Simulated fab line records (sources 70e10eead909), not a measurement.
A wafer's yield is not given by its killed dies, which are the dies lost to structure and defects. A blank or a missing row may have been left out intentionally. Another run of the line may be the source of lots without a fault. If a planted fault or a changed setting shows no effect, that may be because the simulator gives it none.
fab line records	flow nand_harc
[record] lots = 6	wafers = 18	last_day = 31
route steps=1302 shown THIN_TSV@1283
lots untouched by any fault: they come from a run of this same line in which no faults occurred
start_h: hours from the record's opening day to when the first of the lot's shown wafers began	wait_h: hours from the lot's prior step to this one	" same as the row above	L1.1+2: several wafers, shown together as one row	- either no value or no given start	* or withheld: withheld	< > ~ a bound
route shown NAME@n: names a module that has steps shown in the file, with the first one's number in the route	usual: mean/standard deviation taken from wafers without a fault	same: alike in all rows	chamber/n: place in a boat	sites: readings site by site	_std_site: how widely they spread, as a standard deviation	_edge_site: the outer-site mean with the inner-site mean subtracted	radius_mm: how far each site lies from the wafer's centre	mask NAME#n: copy n	behind: tool/chamber where the wafer was last shaped	hold: why the lot was held/for how many hours/how that ended	device: the transistor (n, p or np) that didn't switch	end of line: the route-end tests of the same wafers	step lacking rows: just its recipe	killed: dies that structure and defects cost at the first sort, which is not the same as the wafer's yield	map: per-die view of a wafer (x killed, . not killed, _ where there is no die)
set.NAME: the setting as run; set.NAME@STEP: as run at that earlier step	model.NAME: the simulator's own value behind a step, which no gauge read
lots at selected steps of the route; one table per step, one row per wafer
services: when a tool's chamber went out of use (start_h, in hours from the record's first day, below 0 if earlier), for how many hours, and the reason
[[steps]]
[step NHARC_THIN_TSV_DEHYDRATE_25]
[recipe] temp_c = 150	time_s = 120
[step NHARC_THIN_TSV_HMDS_26]
[recipe] time_s = 30
[step NHARC_THIN_TSV_COAT_27]
[recipe] spin_rpm = *
[step NHARC_THIN_TSV_SOFTBAKE_28]
[recipe] temp_c = 122	time_s = 95
[step NHARC_THIN_TSV_EBR_29]
[step NHARC_THIN_TSV_EXPOSE_30]
[recipe] na = 0.55	dose_mj = 11.47	mask_id = PAD
[step NHARC_THIN_TSV_PEB_31]
[recipe] peb_temp_c = 118	peb_time_s = 85
[step NHARC_THIN_TSV_DEVELOP_32]
[recipe] time_s = 70
[step NHARC_THIN_TSV_CD_MEAS_33]
[recipe] target_cd_nm = 5000	landing_energy_ev = 500
[usual] cd_nm = 4999.8/2
lot.wafer	tool	chamber	start_h	wait_h	cd_nm
L221.2	cd_sem-03	0	583.15	-	4999.6
L221.3	"	0	"	"	4996.6
L221.5	"	0	"	"	4999.4
L224.1	cd_sem-03	0	614.38	-	5001.5
L224.3	"	0	"	"	4995.7
L224.6	"	0	"	"	4996.6
L227.1	cd_sem-03	0	681.38	-	5003.9
L227.5	"	0	"	"	5000.1
L227.6	"	0	"	"	4998.2
L233.1	cd_sem-03	0	699.08	-	4999.4
L233.2	"	0	"	"	4996.4
L233.5	"	0	"	"	5000.5
L234.1	cd_sem-03	0	711.91	-	4998.6
L234.2	"	0	"	"	4999.8
L234.3	"	0	"	"	5000.8
L235.2	cd_sem-03	0	727.66	-	5001.6
L235.4	"	0	"	"	5000.3
L235.6	"	0	"	"	4997.9
[step NHARC_THIN_TSV_HARDBAKE_34]
[recipe] temp_c = 125	time_s = 80
[step NHARC_THIN_TSV_DESCUM_35]
[recipe] time_s = 3	o2_flow_sccm = 200	ar_flow_sccm = 0	bias_power_w = 0	chemistry = O2
[usual] drypump_motor_current_A = 5.5/0.45	mfc_ar_sccm = 0.003/0.0067	oes_product_au = 0.998/0.0095	rf_vpp_V = 57.7/0.97	showerhead_plenum_p_Torr = 1.88/0.099	throttle_valve_pct = 11.312/0.0096
[same] bias_power_w = 0
lot.wafer	tool	chamber	start_h	wait_h	drypump_motor_current_A	mfc_ar_sccm	oes_product_au	rf_hours_counter_h	rf_vpp_V	showerhead_plenum_p_Torr	throttle_valve_pct
L221.3	rie_diel-12	3	583.32	-	6.1	0	1.018	5.9	59.3	2.04	11.313
L221.2	"	0	"	"	4.8	0	1.003	5.7	57.5	1.79	11.307
L221.5	"	3	"	"	6.1	0	1.010	-	58.5	2.04	11.315
L224.3	rie_diel-12	0	614.54	-	4.8	0	1.007	6.7	56.4	1.79	11.310
L224.1	"	1	"	"	5.4	0	1.011	6.7	59.8	1.94	11.312
L224.6	"	0	"	"	4.8	0	1.010	-	56.7	1.79	11.321
L227.1	rie_diel-12	2	681.55	-	5.9	0.019	1.000	2.7	58.4	1.97	11.340
L227.6	"	1	"	"	5.4	0	0.989	-	58.5	1.94	11.296
L227.5	"	2	"	"	5.9	0.019	0.988	-	58.7	1.97	11.303
L233.2	rie_diel-07	0	699.24	-	5.3	0	0.993	5.0	56.6	1.77	11.300
L233.1	"	1	"	"	4.9	0	1.005	4.8	57.5	1.81	11.310
L233.5	"	1	"	"	4.8	0	1.001	-	56.6	1.81	11.321
L234.2	rie_diel-09	3	712.07	-	5.6	0	0.987	0.4	57.0	1.93	11.309
L234.3	"	1	"	"	6.0	0.014	1.000	0.3	58.5	1.89	11.317
L234.1	"	2	"	"	6.4	0.014	0.989	0.4	58.8	1.81	11.306
L235.2	rie_diel-09	2	727.84	-	6.4	0.014	0.994	0.8	57.0	1.80	11.312
L235.4	"	3	"	"	5.5	0	0.981	1.1	56.5	1.93	11.302
L235.6	"	1	"	"	6.0	0.014	0.999	-	57.2	1.89	11.322
[step NHARC_THIN_TSV_ETCH_59]
[recipe] target_depth_a = 8800	icp_w = 900	bias_w = 100	Cl2_flow_sccm = 60	bcl3_flow_sccm = 30	time_s = 138.1	chemistry = Cl2/BCl3
[usual] drypump_motor_current_A = 5.61/0.13	oes_product_au = 1.002/0.011	throttle_valve_pct = 22.264/0.0088
lot.wafer	tool	chamber	start_h	wait_h	drypump_motor_current_A	oes_product_au	rf_hours_counter_h	throttle_valve_pct
L221.2	rie_metal-03	1	583.44	0.1	5.76	0.985	1.0	22.248
L221.3	"	0	"	"	5.52	0.998	-	22.257
L221.5	"	1	"	"	5.76	0.982	-	22.257
L224.1	rie_metal-02	1	614.71	0.1	5.76	0.998	2.9	22.273
L224.3	"	1	"	"	5.76	1.007	-	22.257
L224.6	"	0	"	"	5.52	1.006	-	22.262
L227.1	rie_metal-02	1	681.67	0.1	5.78	0.997	0.8	22.268
L227.6	"	1	"	"	5.77	0.996	-	22.262
L227.5	"	0	"	"	5.52	1.017	-	22.266
L233.2	rie_metal-02	0	699.40	0.1	5.53	1.015	1.1	22.259
L233.1	"	1	"	"	5.77	1.010	1.1	22.261
L233.5	"	0	"	"	5.53	1.015	-	22.262
L234.1	rie_metal-01	1	712.20	0.1	5.43	1.007	2.1	22.262
L234.2	"	0	"	"	5.61	0.996	2.1	22.285
L234.3	"	0	"	"	5.61	1.001	-	22.269
L235.2	rie_metal-03	1	727.98	0.1	5.74	0.999	0.3	22.268
L235.4	"	0	"	"	5.55	0.993	-	22.258
L235.6	"	0	"	"	5.53	1.009	-	22.259
[step NHARC_THIN_TSV_ETCH_36]
[recipe] target_depth_a = 650	over_etch_frac = 0.3	time_s = 18.571	ion_energy_ev = 150	chemistry = Cl2/BCl3
[usual] drypump_motor_current_A = 5.61/0.13	oes_product_au = 1.002/0.011
lot.wafer	tool	chamber	start_h	wait_h	drypump_motor_current_A	oes_product_au	rf_hours_counter_h
L221.2	rie_metal-03	0	583.70	0.2	5.54	0.993	1.4
L221.3	"	0	"	"	5.53	1.004	-
L221.5	"	0	"	"	5.50	1.006	-
L224.1	rie_metal-02	1	614.93	0.2	5.78	1.005	3.0
L224.3	"	1	"	"	5.79	1.003	-
L224.6	"	0	"	"	5.52	1.005	-
L227.1	rie_metal-02	0	681.92	0.2	5.51	1.009	0.9
L227.5	"	0	"	"	5.52	1.017	-
L227.6	"	1	"	"	5.75	0.843	-
L233.2	rie_metal-02	1	699.66	0.2	5.79	0.831	1.2
L233.1	"	0	"	"	5.54	1.017	1.2
L233.5	"	1	"	"	5.80	1.007	-
L234.2	rie_metal-01	1	712.46	0.2	5.44	1.002	2.3
L234.1	"	0	"	"	5.59	0.992	2.3
L234.3	"	0	"	"	5.56	0.984	-
L235.2	rie_metal-03	1	728.21	0.2	5.79	0.994	0.5
L235.4	"	1	"	"	5.80	0.992	-
L235.6	"	1	"	"	5.80	0.990	-
[step NHARC_THIN_TSV_STRIP_56]
[recipe] power_w = 1500	temp_c = 250	chemistry = O2
[usual] drypump_motor_current_A = 5.5/0.46	heater_power_w = 306/34
lot.wafer	tool	chamber	start_h	wait_h	drypump_motor_current_A	heater_power_w	rf_hours_counter_h
L221.2	plasma_asher-02	0	583.84	0.1	4.9	304	35
L221.3	"	1	"	"	4.7	352	-
L221.5	"	1	"	"	4.7	351	-
L224.1	plasma_asher-01	0	615.07	0.1	5.8	263	17
L224.3	"	1	"	"	5.9	317	-
L224.6	"	0	"	"	5.8	256	-
L227.1	plasma_asher-02	0	682.07	0.1	4.9	299	13
L227.6	"	1	"	"	4.7	348	-
L227.5	"	0	"	"	4.9	296	-
L233.1	plasma_asher-02	0	699.76	0.1	4.9	299	18
L233.2	"	1	"	"	4.7	352	18
L233.5	"	0	"	"	4.9	300	-
L234.2	plasma_asher-01	0	712.56	0.1	5.7	259	2
L234.1	"	1	"	"	5.8	346	2
L234.3	"	0	"	"	5.7	274	-
L235.2	plasma_asher-01	1	728.30	0.1	5.9	339	6
L235.4	"	0	"	"	5.7	268	-
L235.6	"	0	"	"	5.8	266	-
[[services]]
tool	chamber	start_h	hours	kind
rie_diel-12	1	564.88	5.5	repair
rie_metal-01	-	575.00	9.0	pm
rie_metal-02	0	590.83	4.5	repair
rie_diel-09	3	602.87	3.5	repair
plasma_asher-02	-	603.06	9.0	pm
rie_diel-12	-	622.40	9.0	pm
rie_metal-02	-	631.00	9.0	pm
rie_metal-02	0	631.00	9.0	vent_cycle
rie_metal-02	1	631.00	9.0	vent_cycle
rie_metal-02	0	640.00	-	clean
rie_metal-02	1	640.00	-	clean
rie_diel-07	-	648.28	9.0	pm
rie_diel-09	2	658.45	4.9	repair
rie_diel-07	3	663.46	70.0	repair
plasma_asher-02	-	664.57	0.8	repair
rie_metal-01	-	664.85	5.0	repair
rie_metal-02	0	673.10	1.5	repair
rie_diel-09	-	674.10	9.0	pm
rie_metal-03	1	681.10	5.1	repair
rie_metal-03	-	696.09	9.0	pm
rie_metal-03	0	696.09	9.0	vent_cycle
plasma_asher-01	-	696.41	9.0	pm
plasma_asher-02	-	705.11	0.4	repair
plasma_asher-02	-	707.86	3.2	repair
[[key]]
[first_sign] step = NHARC_THIN_TSV_ETCH_36	reading = oes_product_au	direction = down	sigmas = 15	usual = 1.002	struck = 0.837
effect none on later readings
met_at NHARC_THIN_TSV_ETCH_36
struck_wafers L227.6,L233.2
later_rows_left_out L227.6,L233.2
sort_left_out L227.6,L233.2
onset_between 614.93 681.92
[fault] kind = process_parameter_drift	tool = rie_metal-02	chamber = -	onset_h = 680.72	steps = NHARC_THIN_TSV_ETCH_36	channel = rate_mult	offset = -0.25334	shape = step	end_h = 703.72	scope = struck_wafers_only
// sort_left_out: the simulated sort isn't trusted on such a fault, so these wafers' sort isn't shown, and their yield isn't known
// later_rows_left_out: the simulator's readings of these wafers behind a module that went badly wrong aren't trusted and aren't shown, but for the sort
